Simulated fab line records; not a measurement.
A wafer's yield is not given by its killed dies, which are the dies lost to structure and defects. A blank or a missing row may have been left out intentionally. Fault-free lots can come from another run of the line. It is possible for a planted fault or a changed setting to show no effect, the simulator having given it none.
Chamber matching / flow nandHarc / 4 sister chambers for NHARC_A_CONTACT_ETCH_48 on rieDiel-03
The step etches the open film in CF4, target depth 39 nm, time 65 s. 4 wafers are shown with their chamber, then 7 later ones without.

WAFERS PAIRED WITH THEIR CHAMBERS
wafer=L463.3; chamber=2; drypumpMotorCurrentA (A)=5.7
wafer=L463.6; chamber=1; drypumpMotorCurrentA (A)=6.4
wafer=L466.2; chamber=0; drypumpMotorCurrentA (A)=5.6
wafer=L466.3; chamber=3; drypumpMotorCurrentA (A)=5.2

WAFERS WITH NO CHAMBER GIVEN
wafer=L466.4; drypumpMotorCurrentA (A)=5.7
wafer=L465.1; drypumpMotorCurrentA (A)=6.4
wafer=L465.3; drypumpMotorCurrentA (A)=5.7
wafer=L465.4; drypumpMotorCurrentA (A)=5.3
wafer=L469.2; drypumpMotorCurrentA (A)=5.7
wafer=L469.3; drypumpMotorCurrentA (A)=6.4
wafer=L469.4; drypumpMotorCurrentA (A)=5.3

WHICH CHAMBER EACH ONE RAN IN
wafer=L466.4; from the rows above=can't be placed: 2 or 0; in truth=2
wafer=L465.1; from the rows above=1; in truth=1
wafer=L465.3; from the rows above=can't be placed: 2 or 0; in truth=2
wafer=L465.4; from the rows above=3; in truth=3
wafer=L469.2; from the rows above=can't be placed: 2 or 0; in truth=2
wafer=L469.3; from the rows above=1; in truth=1
wafer=L469.4; from the rows above=3; in truth=3
Correctly placed: 4 of 7. Can't be placed from these rows: 3 (the true chamber is among the candidates in 3). Placed wrongly: 0.
How it was worked out, from the rows above alone: a wafer's distance from a chamber is the root of the sum, over the readings, of the square of ((its reading less the chamber's mean) divided by the reading's scatter). If the next closest chamber is less than 2 further off than the closest, the wafer can't be placed; otherwise it belongs to the closest. A chamber's mean is the mean of its shown wafers. The scatter: with one shown wafer a chamber, the root of the mean of the squares of how far each hidden wafer lies from its nearest shown one.
